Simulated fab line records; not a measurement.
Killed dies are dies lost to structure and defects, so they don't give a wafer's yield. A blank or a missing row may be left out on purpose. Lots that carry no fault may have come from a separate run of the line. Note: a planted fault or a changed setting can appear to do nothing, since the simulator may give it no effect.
Chamber matching / flow n5 finfet / N5_BEOL_M2_PRE_CLEAN_60 on cvd co-01 has 3 sister chambers
The step time 15 s. 6 wafers are shown with their chamber, then 12 later ones without.

## WAFERS PAIRED WITH THEIR CHAMBERS
wafer=L090.5; chamber=1; heater power w (W)=74
wafer=L092.4; chamber=0; heater power w (W)=69
wafer=L092.6; chamber=2; heater power w (W)=113
wafer=L094.1; chamber=0; heater power w (W)=71
wafer=L094.2; chamber=1; heater power w (W)=74
wafer=L094.3; chamber=2; heater power w (W)=114

## WAFERS WHOSE CHAMBER IS MISSING
wafer=L096.1; heater power w (W)=70
wafer=L096.2; heater power w (W)=74
wafer=L096.3; heater power w (W)=112
wafer=L096.4; heater power w (W)=76
wafer=L096.5; heater power w (W)=114
wafer=L096.6; heater power w (W)=68
wafer=L097.1; heater power w (W)=114
wafer=L097.2; heater power w (W)=74
wafer=L097.3; heater power w (W)=71
wafer=L097.4; heater power w (W)=114
wafer=L097.5; heater power w (W)=76
wafer=L097.6; heater power w (W)=68

## CHAMBER TAKEN BY EACH
wafer=L096.1; from the rows above=0; in truth=0
wafer=L096.2; from the rows above=1; in truth=1
wafer=L096.3; from the rows above=2; in truth=2
wafer=L096.4; from the rows above=1; in truth=1
wafer=L096.5; from the rows above=2; in truth=2
wafer=L096.6; from the rows above=0; in truth=0
wafer=L097.1; from the rows above=2; in truth=2
wafer=L097.2; from the rows above=1; in truth=1
wafer=L097.3; from the rows above=0; in truth=0
wafer=L097.4; from the rows above=2; in truth=2
wafer=L097.5; from the rows above=1; in truth=1
wafer=L097.6; from the rows above=0; in truth=0
Correctly placed: 12 of 12. Not placeable from these rows: 0. Number placed wrongly: 0.
How it was worked out, from the rows above alone: a wafer's distance from a chamber is the root of the sum, over the readings, of the square of ((its reading less the chamber's mean) divided by the reading's scatter). If the next closest chamber is less than 2 further off than the closest, the wafer can't be placed; otherwise it belongs to the closest. A chamber's mean is the mean of its shown wafers. The scatter is the square root of a quotient: the sum, over the shown wafers, of each reading's squared deviation from its chamber's mean, divided by wafers minus chambers.
